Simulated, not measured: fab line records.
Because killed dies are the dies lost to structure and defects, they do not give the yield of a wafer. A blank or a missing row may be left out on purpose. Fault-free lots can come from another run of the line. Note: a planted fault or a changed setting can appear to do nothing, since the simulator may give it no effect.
Shared-tool check	flow nand harc	Lots sampled 12, wafers sampled 36

## WHY IT WAS OPENED
At NHARC_A_SGD_CUT_OVL_MEAS_10 the reading overlay x nm is flagged on 4 of 12 lots. Wafers without a fault read 0.0 nm, standard deviation 0.75.
Rule: a lot gets a flag if all its wafers with a number sit over 4 standard deviations from that mean, or if no wafer of it has a number. The rest of the lots are taken to be sound.

lot	measured	on	overlay x nm (nm), wafer by wafer	flag
L824	day 13 23:50	overlay-02	0.4 0.6 0.6	
L827	day 14 14:13	overlay-02	0.0 0.0 0.1	
L830	day 14 21:23	overlay-01	-0.3 -0.4 -0.2	
L832	day 15 10:58	overlay-01	-0.3 0.1 0.2	
L837	day 16 19:47	overlay-02	0.1 0.4 -0.2	
L838	day 17 05:30	overlay-02	-0.4 -0.3 -0.3	
L839	day 17 07:01	overlay-01	4.6 4.9 4.9	FLAGGED
L840	day 18 00:14	overlay-01	-0.3 -0.7 -1.0	
L841	day 18 02:11	overlay-01	4.4 4.8 4.3	FLAGGED
L845	day 18 12:13	overlay-02	5.0 5.1 5.1	FLAGGED
L847	day 19 06:40	overlay-02	4.9 5.6 5.1	FLAGGED
L846	day 19 16:50	overlay-02	-1.3 -0.6 -0.5	
On average the flagged lots' numbers are 4.9 nm, which is +4.9 nm against the usual, or +7 standard deviations.

## WHICH TOOL EACH LOT WENT THROUGH
Before the reading, the record contains 3 process steps out of a 1159-step route. In each cell: the tool, then ch and the chambers that the sampled wafers went through, then the start.
lot	flag	NHARC_A_STAIRCASE_DEP_325	NHARC_A_SGD_CUT_DEP_00	NHARC_A_SGD_CUT_EXPOSE_06
L824		pecvd-04 ch 1,2, day 13 08:25	pecvd-03 ch 1,2, day 13 23:09	arfi scanner-03 ch 0, day 13 23:36
L827		pecvd-04 ch 0,2, day 13 21:10	pecvd-03 ch 0,1,2, day 14 13:22	arfi scanner-02 ch 0, day 14 13:59
L830		pecvd-01 ch 1,2, day 14 07:38	pecvd-02 ch 1,2, day 14 20:35	arfi scanner-01 ch 0, day 14 21:09
L832		pecvd-04 ch 0,2, day 14 21:05	pecvd-03 ch 0,2, day 15 10:01	arfi scanner-03 ch 0, day 15 10:44
L837		pecvd-02 ch 0,1,2, day 16 05:52	pecvd-01 ch 0,2, day 16 19:04	arfi scanner-03 ch 0, day 16 19:32
L838		pecvd-01 ch 1,2, day 16 16:05	pecvd-01 ch 0,1, day 17 04:41	arfi scanner-03 ch 0, day 17 05:16
L839	FLAGGED	pecvd-04 ch 0,1,2, day 16 16:16	pecvd-02 ch 0,1,2, day 17 06:25	arfi scanner-03 ch 0, day 17 06:49
L840		pecvd-01 ch 0,1, day 17 08:46	pecvd-03 ch 0,2, day 17 23:25	arfi scanner-01 ch 0, day 18 00:00
L841	FLAGGED	pecvd-04 ch 0,1, day 17 08:12	pecvd-01 ch 0,1, day 18 01:25	arfi scanner-03 ch 0, day 18 01:58
L845	FLAGGED	pecvd-01 ch 0,2, day 17 21:58	pecvd-03 ch 0,2, day 18 11:26	arfi scanner-03 ch 0, day 18 11:59
L847	FLAGGED	pecvd-04 ch 0,1,2, day 18 15:10	pecvd-03 ch 0,1,2, day 19 05:58	arfi scanner-03 ch 0, day 19 06:26
L846		pecvd-02 ch 0,1,2, day 19 01:17	pecvd-03 ch 0,2, day 19 16:02	arfi scanner-01 ch 0, day 19 16:37
What the steps here do:
- NHARC_A_STAIRCASE_DEP_325: deposits SiO2, target thk 3800 nm.
- NHARC_A_SGD_CUT_DEP_00: deposits SiNx, target thk 50 nm.
- NHARC_A_SGD_CUT_EXPOSE_06: exposes mask SGD.
- NHARC_A_SGD_CUT_OVL_MEAS_10

## FLAGGED AGAINST TOTAL, ONE TOOL AT A TIME (gauges that did the reading follow at the end)
step	tool	lots run	flagged	share of the flagged lots	sound lots run after its first flagged lot
NHARC_A_STAIRCASE_DEP_325	pecvd-01	4	1	some	0
NHARC_A_STAIRCASE_DEP_325	pecvd-02	2	0	none	-
NHARC_A_STAIRCASE_DEP_325	pecvd-04	6	3	some	0
NHARC_A_SGD_CUT_DEP_00	pecvd-01	3	1	some	0
NHARC_A_SGD_CUT_DEP_00	pecvd-02	2	1	some	0
NHARC_A_SGD_CUT_DEP_00	pecvd-03	7	2	some	1 (L846)
NHARC_A_SGD_CUT_EXPOSE_06	arfi scanner-01	3	0	none	-
NHARC_A_SGD_CUT_EXPOSE_06	arfi scanner-02	1	0	none	-
NHARC_A_SGD_CUT_EXPOSE_06	arfi scanner-03	8	4	all	0
NHARC_A_SGD_CUT_OVL_MEAS_10	overlay-01	5	2	some	1 (L840)
NHARC_A_SGD_CUT_OVL_MEAS_10	overlay-02	7	2	some	1 (L846)

## WHAT THE TABLE ALLOWS
In the table, 1 row covers all flagged lots: arfi scanner-03 at NHARC_A_SGD_CUT_EXPOSE_06.
- arfi scanner-03 at NHARC_A_SGD_CUT_EXPOSE_06 ran 8 lots, 4 of them flagged. It ran its last sound lot, L838, at day 17 05:16 and its first flagged lot, L839, at day 17 06:49: a fault with its onset between the two fits.
arfi scanner-03 at NHARC_A_SGD_CUT_EXPOSE_06 is the single tool remaining.

## WHAT WAS PUT IN BY THE SIMULATOR
Scanner matching overlay: arfi scanner-03, from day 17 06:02 on, at NHARC_A_SGD_CUT_EXPOSE_06. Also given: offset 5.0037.
Struck lots among those shown: L839, L841, L845, L847. The rule given above showed the same thing.
